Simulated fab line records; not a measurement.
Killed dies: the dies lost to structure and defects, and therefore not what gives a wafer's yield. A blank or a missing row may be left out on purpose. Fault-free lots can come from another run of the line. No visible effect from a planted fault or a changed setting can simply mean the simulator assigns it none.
Chamber matching	flow n5 finfet	4 sister chambers for N5_BEOL_M13_DESCUM_33 on rie diel-02
The step chemistry O2, time 7.9 s. 16 wafers are shown with their chamber, then 8 later ones without.

WAFERS WITH THEIR CHAMBER
wafer	chamber	throttle valve pct (%)	showerhead plenum p Torr (Torr)	drypump motor current A (A)
L074.1	3	19.85	2.13	6.3
L074.4	0	20.64	2.09	5.7
L074.5	3	19.84	2.13	6.3
L076.1	3	19.86	2.13	6.2
L076.2	0	20.66	2.08	5.7
L076.4	1	19.98	1.92	5.7
L078.2	3	19.85	2.13	6.2
L078.4	0	20.66	2.08	5.7
L078.6	0	20.65	2.08	5.7
L084.2	3	19.87	2.12	6.3
L084.4	2	20.00	2.05	5.1
L084.5	2	20.03	2.05	5.1
L086.2	3	19.86	2.12	6.3
L086.3	2	20.01	2.05	5.2
L086.6	2	20.02	2.05	5.1
L090.1	2	20.05	2.05	5.2

SIGNATURES (means of the wafers above)
reading	chamber 0	chamber 1	chamber 2	chamber 3	scatter within a chamber
throttle valve pct	20.6525	19.9800	20.0220	19.8550	0.0139
showerhead plenum p Torr	2.0825	1.9200	2.0500	2.1267	0.00417
drypump motor current A	5.700	5.700	5.140	6.267	0.0459
Rule: for a wafer and a chamber, the distance is found by dividing, reading by reading, the gap between the wafer's reading and the chamber's mean by the reading's scatter, squaring, summing and taking the root. The wafer belongs to the nearest chamber; if the next one is less than 2 further off, it can't be placed. The scatter is the square root of a quotient: the sum, over the shown wafers, of each reading's squared deviation from its chamber's mean, divided by wafers minus chambers.

WAFERS WITHOUT THEIR CHAMBER
wafer	throttle valve pct (%)	showerhead plenum p Torr (Torr)	drypump motor current A (A)
L090.3	20.69	2.08	5.7
L090.4	19.87	2.12	6.2
L093.1	20.01	1.91	5.7
L093.3	20.04	2.05	5.1
L093.4	19.88	2.12	6.3
L092.1	20.70	2.07	5.7
L092.2	20.02	1.91	5.7
L092.4	20.04	2.05	5.2

WHICH CHAMBER EACH ONE RAN IN
wafer	from the rows above	in truth
L090.3	0	0
L090.4	3	3
L093.1	1	1
L093.3	2	2
L093.4	3	3
L092.1	0	0
L092.2	1	1
L092.4	2	2
Correct placement for 8 of the 8. Left unplaced by these rows: 0. Placed wrongly: 0.
